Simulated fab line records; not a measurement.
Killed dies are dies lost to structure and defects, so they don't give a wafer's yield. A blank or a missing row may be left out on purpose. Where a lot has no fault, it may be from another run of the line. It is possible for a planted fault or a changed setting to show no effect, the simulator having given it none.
Which of the tools did it? || flow n5 finfet || Sampling: 10 lots, 30 wafers, 3 of 1938 route steps

## WHAT EACH GAUGE READ, for each wafer
N5_PASSIVATION_OVL_MEAS_66.
{"lot": "L760", "measured": "day 13 08:29", "on": "overlay-01", "PASS_OPEN_OVL (nm)": "2 -10 4"}
{"lot": "L759", "measured": "day 13 08:45", "on": "overlay-01", "PASS_OPEN_OVL (nm)": "-7 -3 0"}
{"lot": "L763", "measured": "day 14 04:40", "on": "overlay-01", "PASS_OPEN_OVL (nm)": "-6 -4 10"}
{"lot": "L765", "measured": "day 14 17:34", "on": "overlay-02", "PASS_OPEN_OVL (nm)": "2 4 -6"}
{"lot": "L769", "measured": "day 15 16:48", "on": "overlay-02", "PASS_OPEN_OVL (nm)": "-6 -1 -10"}
{"lot": "L768", "measured": "day 15 22:32", "on": "overlay-01", "PASS_OPEN_OVL (nm)": "-2 -1 -10"}
{"lot": "L777", "measured": "day 17 01:37", "on": "overlay-02", "PASS_OPEN_OVL (nm)": "8 6 3"}
{"lot": "L775", "measured": "day 17 12:32", "on": "overlay-01", "PASS_OPEN_OVL (nm)": "-3 -4 -2"}
{"lot": "L776", "measured": "day 17 13:58", "on": "overlay-01", "PASS_OPEN_OVL (nm)": "-10 -11 -8"}
{"lot": "L779", "measured": "day 18 02:21", "on": "overlay-01", "PASS_OPEN_OVL (nm)": "-4 1 -7"}

## TOOL THAT RAN EACH LOT (tool first, then ch and the chambers of the sampled wafers, then the start)
{"lot": "L760", "N5_BEOL_M13_ETCH_67": "rie diel-02 ch 2,3, day 12 01:28", "N5_PASSIVATION_DESCUM_12": "rie diel-02 ch 0,1,2, day 13 04:44"}
{"lot": "L759", "N5_BEOL_M13_ETCH_67": "rie diel-04 ch 0,1,3, day 12 01:46", "N5_PASSIVATION_DESCUM_12": "rie diel-02 ch 0,1, day 13 05:16"}
{"lot": "L763", "N5_BEOL_M13_ETCH_67": "rie diel-06 ch 0,3, day 13 04:48", "N5_PASSIVATION_DESCUM_12": "rie diel-02 ch 0,2, day 14 01:19"}
{"lot": "L765", "N5_BEOL_M13_ETCH_67": "rie diel-02 ch 0,2, day 13 14:09", "N5_PASSIVATION_DESCUM_12": "rie diel-04 ch 0,1,2, day 14 13:50"}
{"lot": "L769", "N5_BEOL_M13_ETCH_67": "rie diel-06 ch 0,1,2, day 14 10:05", "N5_PASSIVATION_DESCUM_12": "rie diel-06 ch 1,2,3, day 15 13:19"}
{"lot": "L768", "N5_BEOL_M13_ETCH_67": "rie diel-02 ch 0,1, day 14 18:07", "N5_PASSIVATION_DESCUM_12": "rie diel-02 ch 1,3, day 15 18:41"}
{"lot": "L777", "N5_BEOL_M13_ETCH_67": "rie diel-02 ch 0,3, day 15 23:34", "N5_PASSIVATION_DESCUM_12": "rie diel-04 ch 0,2,3, day 16 20:59"}
{"lot": "L775", "N5_BEOL_M13_ETCH_67": "rie diel-02 ch 0,1,3, day 16 01:13", "N5_PASSIVATION_DESCUM_12": "rie diel-04 ch 0,1, day 17 09:32"}
{"lot": "L776", "N5_BEOL_M13_ETCH_67": "rie diel-06 ch 0,3, day 16 04:43", "N5_PASSIVATION_DESCUM_12": "rie diel-06 ch 1,2,3, day 17 10:51"}
{"lot": "L779", "N5_BEOL_M13_ETCH_67": "rie diel-04 ch 1,2,3, day 16 17:27", "N5_PASSIVATION_DESCUM_12": "rie diel-02 ch 0,3, day 17 22:48"}
- N5_BEOL_M13_ETCH_67: etches SiARC in CF4, target depth 143 nm, time 238.3 s.
- N5_PASSIVATION_DESCUM_12: chemistry O2, time 7.9 s.

## THE ANSWER, worked out from the rows above alone
Rule: the usual values come from the lots themselves. Put in order of their means at a reading, lots are off if they are a third of the lots or fewer, leave a main group of 4 or more, and stand apart from it by a gap of 3 or more times the standard deviation of the main group's means; of several such gaps the widest counts. If all means in a main group match to the digits the tables above print for the reading, that group is not used. Also off: a lot with no number at a reading for which 4 or more lots have one. The other lots that the step has rows for count as sound.
No lot is off on any of the readings shown, so nothing can be concluded from this.

## WHAT WAS PUT IN BY THE SIMULATOR
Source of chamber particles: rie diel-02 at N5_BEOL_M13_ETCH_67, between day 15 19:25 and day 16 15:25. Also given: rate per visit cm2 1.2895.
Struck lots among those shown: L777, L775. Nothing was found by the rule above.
